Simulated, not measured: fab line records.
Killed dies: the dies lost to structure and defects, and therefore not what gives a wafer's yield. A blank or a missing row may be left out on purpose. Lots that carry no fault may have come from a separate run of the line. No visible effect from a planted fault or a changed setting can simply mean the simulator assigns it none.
fab line records    flow n5_finfet
record lots=24  wafers=72  last_day=18
route steps=1938 shown BEOL_M0@736 BEOL_M1@751
lots untouched by any fault: they come from a run of this same line in which no faults occurred
start_h: start of the lot's first displayed wafer, in hours after the record's first day    wait_h: hours from the lot's prior step to this one    " identical to the entry in the row above    L1.1+2: one row covering several wafers at once    - no value, or no start was given    * or withheld: withheld    < > ~ a bound
route shown NAME@n: names a module that has steps shown in the file, with the first one's number in the route    usual: average and standard deviation across the fault-free wafers    same: alike in all rows    chamber/n: place in a boat    sites: the reading at each site    _std_site: the values' standard deviation    _edge_site: the outer-site mean with the inner-site mean subtracted    radius_mm: how far each site lies from the wafer's centre    mask NAME#n: copy n    behind: the tool/chamber that last shaped the wafer    hold: what put the lot on hold/how long, in hours/how the hold closed    device: whichever transistor did not switch (one of n, p or np)    end of line: tests of these same wafers at the route's end    for a step that has no rows: nothing shown but its recipe    killed: dies that structure and defects cost at the first sort, which is not the same as the wafer's yield    map: a wafer's dies, marking killed ones x, the rest . and places with no die _
set.NAME: the run value of the setting; set.NAME@STEP: its run value at that earlier step    model.NAME: the simulator's own value behind a step, which no gauge read
the route's steps for a sample of lots (tables are steps, rows are wafers)
services: a tool's chamber out of use, with start hour (start_h, from the record's first day; less than 0 if before it), hours out, and reason
## steps
# step N5_BEOL_M0_SPUTTER_132
# recipe material=Cu  target_thk_a=40  temp_c=-20  chamber_pressure_pa=0.07  power_w=withheld  time_s=7.37
# usual throttle_valve_pct=30.0/0.99
lot.wafer  tool            chamber  start_h  wait_h  throttle_valve_pct
L074.1     pvd_sputter-02  -        122.27   0.0     29.3
L074.3     "               -        "        "       29.2
L074.4     "               -        "        "       29.5
L075.2     pvd_sputter-01  -        127.88   0.0     31.6
L075.5     "               -        "        "       30.6
L075.6     "               -        "        "       31.7
L076.1     pvd_sputter-01  -        128.36   0.0     29.6
L076.2     "               -        "        "       30.7
L076.4     "               -        "        "       30.1
L077.1     pvd_sputter-03  -        134.70   0.0     31.2
L077.4     "               -        "        "       30.8
L077.5     "               -        "        "       30.8
L078.3     pvd_sputter-03  -        141.11   0.0     28.8
L078.4     "               -        "        "       29.1
L078.5     "               -        "        "       31.0
L079.1     pvd_sputter-02  -        145.96   0.0     29.0
L079.3     "               -        "        "       30.4
L079.4     "               -        "        "       29.0
L080.2     pvd_sputter-02  -        155.17   0.0     29.1
L080.5     "               -        "        "       30.2
L080.6     "               -        "        "       29.2
L081.1     pvd_sputter-03  -        161.30   0.0     31.4
L081.3     "               -        "        "       29.4
L081.4     "               -        "        "       28.4
L082.2     pvd_sputter-02  -        163.71   0.0     29.5
L082.4     "               -        "        "       30.7
L082.5     "               -        "        "       28.9
L083.1     pvd_sputter-01  -        174.46   0.0     30.0
L083.4     "               -        "        "       29.6
L083.5     "               -        "        "       31.7
L084.1     pvd_sputter-02  -        180.92   0.0     28.9
L084.5     "               -        "        "       29.0
L084.6     "               -        "        "       29.3
L085.2     pvd_sputter-03  -        193.78   0.0     30.8
L085.3     "               -        "        "       29.3
L085.4     "               -        "        "       31.3
L086.1     pvd_sputter-03  -        194.22   0.0     30.6
L086.3     "               -        "        "       30.9
L086.5     "               -        "        "       28.5
L087.1     pvd_sputter-01  -        202.29   0.0     31.0
L087.5     "               -        "        "       30.1
L087.6     "               -        "        "       31.9
L088.1     pvd_sputter-02  -        202.34   0.0     29.6
L088.2     "               -        "        "       28.9
L088.5     "               -        "        "       30.2
L089.1     pvd_sputter-03  -        204.78   0.0     28.8
L089.4     "               -        "        "       30.9
L089.5     "               -        "        "       28.3
L090.2     pvd_sputter-01  -        220.65   0.0     32.0
L090.3     "               -        "        "       30.5
L090.5     "               -        "        "       31.5
L092.2     pvd_sputter-02  -        227.89   0.0     29.7
L092.4     "               -        "        "       30.4
L092.5     "               -        "        "       29.1
L093.3     pvd_sputter-03  -        234.44   0.0     28.6
L093.5     "               -        "        "       31.3
L093.6     "               -        "        "       29.0
L094.2     pvd_sputter-03  -        235.66   0.0     31.0
L094.3     "               -        "        "       30.6
L094.5     "               -        "        "       28.4
L095.1     pvd_sputter-03  -        240.74   0.0     29.3
L095.4     "               -        "        "       31.2
L095.6     "               -        "        "       31.2
L096.2     pvd_sputter-03  -        253.33   0.0     28.6
L096.4     "               -        "        "       31.1
L096.5     "               -        "        "       30.3
L097.3     pvd_sputter-03  -        257.65   0.0     28.5
L097.5     "               -        "        "       31.4
L097.6     "               -        "        "       29.2
L091.3     pvd_sputter-01  -        260.15   0.0     30.0
L091.4     "               -        "        "       31.7
L091.5     "               -        "        "       30.7
# step N5_BEOL_M0_ANNEAL_133
# recipe temp_c=400  time_s=60  ambient=vacuum
# usual heater_power_w=805/89
lot.wafer  tool            chamber  start_h  wait_h  heater_power_w
L074.1     pvd_sputter-02  -        122.35   0.0     755
L074.3     "               -        "        "       758
L074.4     "               -        "        "       1033
L075.2     pvd_sputter-01  -        127.96   0.0     777
L075.5     "               -        "        "       931
L075.6     "               -        "        "       775
L076.1     pvd_sputter-01  -        128.44   0.0     741
L076.2     "               -        "        "       950
L076.4     "               -        "        "       766
L077.1     pvd_sputter-03  -        134.78   0.0     831
L077.4     "               -        "        "       764
L077.5     "               -        "        "       748
L078.3     pvd_sputter-03  -        141.19   0.0     696
L078.4     "               -        "        "       808
L078.5     "               -        "        "       837
L079.1     pvd_sputter-02  -        146.04   0.0     750
L079.3     "               -        "        "       761
L079.4     "               -        "        "       746
L080.2     pvd_sputter-02  -        155.25   0.0     763
L080.5     "               -        "        "       793
L080.6     "               -        "        "       731
L081.1     pvd_sputter-03  -        161.38   0.0     849
L081.3     "               -        "        "       831
L081.4     "               -        "        "       696
L082.2     pvd_sputter-02  -        163.79   0.0     999
L082.4     "               -        "        "       772
L082.5     "               -        "        "       746
L083.1     pvd_sputter-01  -        174.54   0.0     797
L083.4     "               -        "        "       737
L083.5     "               -        "        "       783
L084.1     pvd_sputter-02  -        181.00   0.0     740
L084.5     "               -        "        "       777
L084.6     "               -        "        "       1023
L085.2     pvd_sputter-03  -        193.86   0.0     764
L085.3     "               -        "        "       835
L085.4     "               -        "        "       818
L086.1     pvd_sputter-03  -        194.30   0.0     766
L086.3     "               -        "        "       831
L086.5     "               -        "        "       687
L087.1     pvd_sputter-01  -        202.37   0.0     911
L087.5     "               -        "        "       771
L087.6     "               -        "        "       795
L088.1     pvd_sputter-02  -        202.42   0.0     1026
L088.2     "               -        "        "       742
L088.5     "               -        "        "       757
L089.1     pvd_sputter-03  -        204.86   0.0     693
L089.4     "               -        "        "       771
L089.5     "               -        "        "       693
L090.2     pvd_sputter-01  -        220.73   0.0     781
L090.3     "               -        "        "       947
L090.5     "               -        "        "       787
L092.2     pvd_sputter-02  -        227.97   0.0     1025
L092.4     "               -        "        "       799
L092.5     "               -        "        "       1024
L093.3     pvd_sputter-03  -        234.52   0.0     680
L093.5     "               -        "        "       832
L093.6     "               -        "        "       827
L094.2     pvd_sputter-03  -        235.74   0.0     838
L094.3     "               -        "        "       759
L094.5     "               -        "        "       682
L095.1     pvd_sputter-03  -        240.82   0.0     833
L095.4     "               -        "        "       851
L095.6     "               -        "        "       814
L096.2     pvd_sputter-03  -        253.41   0.0     670
L096.4     "               -        "        "       835
L096.5     "               -        "        "       766
L097.3     pvd_sputter-03  -        257.73   0.0     688
L097.5     "               -        "        "       840
L097.6     "               -        "        "       824
L091.3     pvd_sputter-01  -        260.23   0.0     784
L091.4     "               -        "        "       778
L091.5     "               -        "        "       955
# step N5_BEOL_M0_ANNEAL_135
# recipe temp_c=400  time_s=60  ambient=vacuum
# usual heater_power_w=805/89
lot.wafer  tool            chamber  start_h  wait_h  heater_power_w
L074.1     pvd_sputter-02  -        122.47   0.0     767
L074.3     "               -        "        "       781
L074.4     "               -        "        "       1046
L075.2     pvd_sputter-01  -        128.08   0.0     758
L075.5     "               -        "        "       941
L075.6     "               -        "        "       803
L076.1     pvd_sputter-01  -        128.56   0.0     732
L076.2     "               -        "        "       949
L076.4     "               -        "        "       779
L077.1     pvd_sputter-03  -        134.90   0.0     837
L077.4     "               -        "        "       759
L077.5     "               -        "        "       755
L078.3     pvd_sputter-03  -        141.31   0.0     679
L078.4     "               -        "        "       826
L078.5     "               -        "        "       829
L079.1     pvd_sputter-02  -        146.16   0.0     754
L079.3     "               -        "        "       780
L079.4     "               -        "        "       754
L080.2     pvd_sputter-02  -        155.37   0.0     757
L080.5     "               -        "        "       793
L080.6     "               -        "        "       769
L081.1     pvd_sputter-03  -        161.50   0.0     823
L081.3     "               -        "        "       812
L081.4     "               -        "        "       681
L082.2     pvd_sputter-02  -        163.91   0.0     1055
L082.4     "               -        "        "       797
L082.5     "               -        "        "       760
L083.1     pvd_sputter-01  -        174.66   0.0     789
L083.4     "               -        "        "       739
L083.5     "               -        "        "       804
L084.1     pvd_sputter-02  -        181.12   0.0     753
L084.5     "               -        "        "       753
L084.6     "               -        "        "       1023
L085.2     pvd_sputter-03  -        193.98   0.0     758
L085.3     "               -        "        "       826
L085.4     "               -        "        "       837
L086.1     pvd_sputter-03  -        194.42   0.0     770
L086.3     "               -        "        "       829
L086.5     "               -        "        "       672
L087.1     pvd_sputter-01  -        202.49   0.0     940
L087.5     "               -        "        "       793
L087.6     "               -        "        "       802
L088.1     pvd_sputter-02  -        202.54   0.0     1031
L088.2     "               -        "        "       754
L088.5     "               -        "        "       785
L089.1     pvd_sputter-03  -        204.98   0.0     675
L089.4     "               -        "        "       781
L089.5     "               -        "        "       688
L090.2     pvd_sputter-01  -        220.85   0.0     781
L090.3     "               -        "        "       960
L090.5     "               -        "        "       786
L092.2     pvd_sputter-02  -        228.09   0.0     1020
L092.4     "               -        "        "       771
L092.5     "               -        "        "       996
L093.3     pvd_sputter-03  -        234.64   0.0     694
L093.5     "               -        "        "       818
L093.6     "               -        "        "       825
L094.2     pvd_sputter-03  -        235.86   0.0     842
L094.3     "               -        "        "       771
L094.5     "               -        "        "       667
L095.1     pvd_sputter-03  -        240.94   0.0     841
L095.4     "               -        "        "       819
L095.6     "               -        "        "       848
L096.2     pvd_sputter-03  -        253.53   0.0     680
L096.4     "               -        "        "       836
L096.5     "               -        "        "       763
L097.3     pvd_sputter-03  -        257.85   0.0     690
L097.5     "               -        "        "       842
L097.6     "               -        "        "       799
L091.3     pvd_sputter-01  -        260.35   0.0     788
L091.4     "               -        "        "       775
L091.5     "               -        "        "       907
# step N5_BEOL_M1_ILD_DEP_00
# recipe material=SiOC  target_thk_a=790  temp_c=350  precursor=DEMS/O2  pressure_torr=5  rf_w=500  time_s=15.3
# usual heater_power_w=520/48  rf_fwd_power_W=494.6/2.2  showerhead_plenum_p_Torr=5.693/0.012  throttle_valve_pct=11.9/0.71
lot.wafer  tool      chamber  start_h  wait_h  heater_power_w  rf_fwd_power_W  showerhead_plenum_p_Torr  throttle_valve_pct
L074.1     pecvd-02  0        124.09   0.0     528             497.4           5.705                     11.4
L074.3     "         2        "        "       520             493.8           5.680                     12.4
L074.4     "         0        "        "       546             497.3           5.713                     11.0
L075.2     pecvd-03  0        129.45   0.0     508             495.0           5.683                     12.0
L075.5     "         1        "        "       561             494.1           5.701                     12.7
L075.6     "         0        "        "       504             495.1           5.695                     11.9
L076.1     pecvd-03  0        130.41   0.0     508             489.4           5.704                     11.9
L076.2     "         1        "        "       470             494.3           5.691                     12.5
L076.4     "         1        "        "       466             492.9           5.687                     12.6
L077.1     pecvd-02  1        137.02   0.0     465             493.1           5.717                     12.7
L077.4     "         2        "        "       459             494.3           5.677                     12.4
L077.5     "         1        "        "       453             493.7           5.719                     13.0
L078.3     pecvd-02  0        142.66   0.0     552             492.4           5.700                     11.2
L078.4     "         2        "        "       469             494.9           5.683                     12.5
L078.5     "         0        "        "       560             493.0           5.702                     11.4
L079.1     pecvd-04  0        147.35   0.0     462             491.5           5.677                     12.2
L079.3     "         1        "        "       578             494.0           5.711                     11.8
L079.4     "         1        "        "       569             496.2           5.684                     11.6
L080.2     pecvd-03  2        156.91   0.0     510             495.5           5.694                     10.5
L080.5     "         0        "        "       604             492.6           5.700                     11.8
L080.6     "         1        "        "       547             494.1           5.691                     12.7
L081.1     pecvd-04  1        162.82   0.0     578             492.9           5.700                     11.4
L081.3     "         2        "        "       501             497.0           5.684                     11.5
L081.4     "         2        "        "       502             494.4           5.690                     11.4
L082.2     pecvd-03  2        165.06   0.0     540             497.6           5.706                     10.4
L082.4     "         1        "        "       503             496.8           5.686                     12.4
L082.5     "         2        "        "       546             494.5           5.704                     10.6
L083.1     pecvd-03  0        175.82   0.0     581             493.4           5.682                     11.8
L083.4     "         0        "        "       581             491.8           5.678                     11.7
L083.5     "         2        "        "       598             495.2           5.679                     10.7
L084.1     pecvd-03  0        182.27   0.0     591             495.0           5.683                     12.0
L084.5     "         1        "        "       477             494.3           5.690                     12.8
L084.6     "         2        "        "       608             495.1           5.687                     10.6
L085.2     pecvd-02  0        195.13   0.0     554             496.8           5.696                     11.4
L085.3     "         1        "        "       477             495.9           5.717                     12.9
L085.4     "         0        "        "       537             496.2           5.697                     11.4
L086.1     pecvd-03  1        195.57   0.0     495             494.4           5.708                     12.5
L086.3     "         0        "        "       587             494.2           5.683                     11.8
L086.5     "         0        "        "       599             492.0           5.675                     11.8
L087.1     pecvd-02  1        204.07   0.0     510             495.2           5.717                     12.8
L087.5     "         2        "        "       499             494.9           5.682                     12.7
L087.6     "         0        "        "       536             497.9           5.703                     11.2
L088.1     pecvd-04  2        204.08   0.0     466             495.6           5.689                     11.2
L088.2     "         0        "        "       522             490.7           5.685                     12.3
L088.5     "         0        "        "       533             492.3           5.689                     12.4
L089.1     pecvd-04  1        206.16   0.0     476             493.2           5.704                     11.4
L089.4     "         0        "        "       518             492.1           5.675                     12.1
L089.5     "         2        "        "       497             493.4           5.684                     11.3
L090.2     pecvd-02  2        222.00   0.0     501             494.6           5.684                     12.8
L090.3     "         0        "        "       543             497.2           5.705                     11.2
L090.5     "         0        "        "       550             497.9           5.710                     11.5
L092.2     pecvd-04  1        231.50   0.0     569             497.3           5.703                     11.3
L092.4     "         0        "        "       490             489.8           5.686                     11.9
L092.5     "         2        "        "       474             496.6           5.694                     11.4
L093.3     pecvd-04  0        235.98   0.1     512             491.1           5.678                     12.3
L093.5     "         0        "        "       530             491.6           5.676                     12.1
L093.6     "         2        "        "       480             495.1           5.688                     11.5
L094.2     pecvd-03  0        237.16   0.1     575             493.8           5.692                     12.0
L094.3     "         2        "        "       635             494.5           5.702                     10.5
L094.5     "         2        "        "       510             494.5           5.698                     10.7
L095.1     pecvd-02  0        242.09   0.0     464             498.4           5.696                     11.4
L095.4     "         1        "        "       436             499.1           5.720                     12.9
L095.6     "         0        "        "       470             501.1           5.704                     11.5
L096.2     pecvd-03  2        254.69   0.0     573             493.5           5.701                     10.6
L096.4     "         1        "        "       508             492.6           5.696                     12.7
L096.5     "         2        "        "       580             495.6           5.694                     10.8
L097.3     pecvd-03  2        259.35   0.0     577             496.3           5.688                     10.6
L097.5     "         0        "        "       602             494.4           5.682                     12.0
L097.6     "         2        "        "       603             495.8           5.703                     10.6
L091.3     pecvd-04  0        261.74   0.0     521             491.6           5.672                     12.1
L091.4     "         2        "        "       451             493.3           5.686                     11.4
L091.5     "         1        "        "       519             495.1           5.695                     11.6
# step N5_BEOL_M1_HM_DEP_02
# recipe material=TiN  target_thk_a=200  temp_c=25  chamber_pressure_pa=0.49996
# usual throttle_valve_pct=30.0/0.94
lot.wafer  tool            chamber  start_h  wait_h  throttle_valve_pct
L074.1     pvd_sputter-03  -        125.52   1.3     31.3
L074.3     "               -        "        "       29.1
L074.4     "               -        "        "       28.5
L075.2     pvd_sputter-01  -        131.93   2.3     30.0
L075.5     "               -        "        "       30.7
L075.6     "               -        "        "       31.4
L076.1     pvd_sputter-01  -        132.55   2.0     31.5
L076.2     "               -        "        "       30.3
L076.4     "               -        "        "       30.0
L077.1     pvd_sputter-03  -        138.03   0.9     30.7
L077.4     "               -        "        "       29.0
L077.5     "               -        "        "       28.6
L078.3     pvd_sputter-02  -        144.70   1.9     30.5
L078.4     "               -        "        "       29.0
L078.5     "               -        "        "       29.1
L079.1     pvd_sputter-02  -        149.51   2.0     28.8
L079.3     "               -        "        "       29.6
L079.4     "               -        "        "       30.4
L080.2     pvd_sputter-02  -        157.71   0.7     29.6
L080.5     "               -        "        "       29.2
L080.6     "               -        "        "       29.0
L081.1     pvd_sputter-03  -        164.22   1.3     28.6
L081.3     "               -        "        "       30.9
L081.4     "               -        "        "       29.2
L082.2     pvd_sputter-02  -        165.99   0.8     29.0
L082.4     "               -        "        "       30.2
L082.5     "               -        "        "       30.5
L083.1     pvd_sputter-01  -        177.94   2.0     29.6
L083.4     "               -        "        "       29.6
L083.5     "               -        "        "       30.8
L084.1     pvd_sputter-01  -        182.94   0.5     30.7
L084.5     "               -        "        "       29.3
L084.6     "               -        "        "       30.8
L085.2     pvd_sputter-03  -        197.70   2.4     31.1
L085.3     "               -        "        "       29.5
L085.4     "               -        "        "       28.5
L086.1     pvd_sputter-03  -        198.00   2.3     28.5
L086.3     "               -        "        "       31.0
L086.5     "               -        "        "       28.4
L087.1     pvd_sputter-03  -        205.38   1.2     28.5
L087.5     "               -        "        "       29.3
L087.6     "               -        "        "       31.0
L088.1     pvd_sputter-01  -        205.39   1.2     29.7
L088.2     "               -        "        "       31.8
L088.5     "               -        "        "       29.5
L089.1     pvd_sputter-01  -        207.15   0.9     31.8
L089.4     "               -        "        "       29.9
L089.5     "               -        "        "       30.7
L090.2     pvd_sputter-02  -        222.97   0.9     30.2
L090.3     "               -        "        "       29.7
L090.5     "               -        "        "       30.2
L092.2     pvd_sputter-02  -        232.57   0.9     29.5
L092.4     "               -        "        "       28.9
L092.5     "               -        "        "       30.2
L093.3     pvd_sputter-01  -        236.34   0.2     31.8
L093.5     "               -        "        "       31.5
L093.6     "               -        "        "       29.6
L094.2     pvd_sputter-02  -        238.96   1.7     29.4
L094.3     "               -        "        "       29.2
L094.5     "               -        "        "       30.3
L095.1     pvd_sputter-02  -        242.74   0.5     30.2
L095.4     "               -        "        "       29.2
L095.6     "               -        "        "       29.7
L096.2     pvd_sputter-01  -        255.25   0.4     31.7
L096.4     "               -        "        "       30.4
L096.5     "               -        "        "       29.8
L097.3     pvd_sputter-03  -        259.73   0.3     29.2
L097.5     "               -        "        "       28.7
L097.6     "               -        "        "       31.1
L091.3     pvd_sputter-01  -        263.13   1.3     30.1
L091.4     "               -        "        "       31.7
L091.5     "               -        "        "       31.5
# step N5_BEOL_M1_OVL_MEAS_12
# recipe points_per_wafer=522
# usual M1_OVL=0.2/0.58
lot.wafer  tool        chamber  start_h  wait_h  M1_OVL[nm]
L074.1     overlay-01  0        125.98   0.0     0.6
L074.3     "           0        "        "       0.4
L074.4     "           0        "        "       1.2
L075.2     overlay-01  0        132.38   0.0     0.7
L075.5     "           0        "        "       -0.4
L075.6     "           0        "        "       -0.5
L076.1     overlay-01  0        132.97   0.0     -0.1
L076.2     "           0        "        "       0.7
L076.4     "           0        "        "       1.6
L077.1     overlay-01  0        138.45   0.0     0.2
L077.4     "           0        "        "       0.4
L077.5     "           0        "        "       0.2
L078.3     overlay-01  0        145.26   0.0     0.4
L078.4     "           0        "        "       0.2
L078.5     "           0        "        "       -0.2
L079.1     overlay-01  0        149.96   0.0     0.9
L079.3     "           0        "        "       1.5
L079.4     "           0        "        "       1.6
L080.2     overlay-02  0        158.13   0.0     -0.6
L080.5     "           0        "        "       0.1
L080.6     "           0        "        "       1.0
L081.1     overlay-01  0        164.63   0.0     0.7
L081.3     "           0        "        "       -0.7
L081.4     "           0        "        "       -0.3
L082.2     overlay-02  0        166.41   0.0     0.1
L082.4     "           0        "        "       0.2
L082.5     "           0        "        "       -0.2
L083.1     overlay-01  0        178.36   0.0     -0.4
L083.4     "           0        "        "       -0.2
L083.5     "           0        "        "       0.2
L084.1     overlay-01  0        183.48   0.0     -0.2
L084.5     "           0        "        "       -0.4
L084.6     "           0        "        "       0.9
L085.2     overlay-01  0        198.25   0.0     0.0
L085.3     "           0        "        "       0.3
L085.4     "           0        "        "       -0.5
L086.1     overlay-01  0        198.42   0.0     -0.5
L086.3     "           0        "        "       -0.7
L086.5     "           0        "        "       0.6
L087.1     overlay-02  0        205.92   0.0     0.2
L087.5     "           0        "        "       0.6
L087.6     "           0        "        "       -0.1
L088.1     overlay-01  0        205.96   0.0     1.1
L088.2     "           0        "        "       0.3
L088.5     "           0        "        "       0.2
L089.1     overlay-02  0        207.69   0.0     0.8
L089.4     "           0        "        "       0.5
L089.5     "           0        "        "       1.3
L090.2     overlay-01  0        223.52   0.0     -0.5
L090.3     "           0        "        "       0.1
L090.5     "           0        "        "       0.6
L092.2     overlay-02  0        233.12   0.0     -0.9
L092.4     "           0        "        "       -0.8
L092.5     "           0        "        "       -0.3
L093.3     overlay-02  0        236.89   0.0     0.7
L093.5     "           0        "        "       0.4
L093.6     "           0        "        "       -0.1
L094.2     overlay-01  0        239.51   0.0     0.5
L094.3     "           0        "        "       0.0
L094.5     "           0        "        "       -0.5
L095.1     overlay-01  0        243.28   0.0     -0.2
L095.4     "           0        "        "       0.1
L095.6     "           0        "        "       -0.4
L096.2     overlay-02  0        255.67   0.0     -0.4
L096.4     "           0        "        "       0.2
L096.5     "           0        "        "       0.1
L097.3     overlay-02  0        260.17   0.0     0.2
L097.5     "           0        "        "       -0.1
L097.6     "           0        "        "       0.1
L091.3     overlay-02  0        263.57   0.0     1.1
L091.4     "           0        "        "       -0.2
L091.5     "           0        "        "       0.0
## services
tool            chamber  start_h  hours  kind
pecvd-04        2        103.97   5.5    scheduled_down
pvd_sputter-03  -        108.54   2.4    repair
pecvd-03        2        112.02   2.1    scheduled_down
pecvd-03        2        127.03   15.7   repair
pecvd-03        1        158.18   2.1    scheduled_down
pecvd-02        -        159.64   28.1   pm
pvd_sputter-02  -        205.02   2.0    repair
pecvd-03        1        218.34   4.4    repair
pecvd-04        0        223.66   2.1    scheduled_down
pecvd-04        1        235.87   5.5    scheduled_down
pecvd-04        2        237.47   1.8    repair
pvd_sputter-01  -        246.25   3.0    repair
pecvd-03        1        249.05   5.5    scheduled_down
## key
fault none
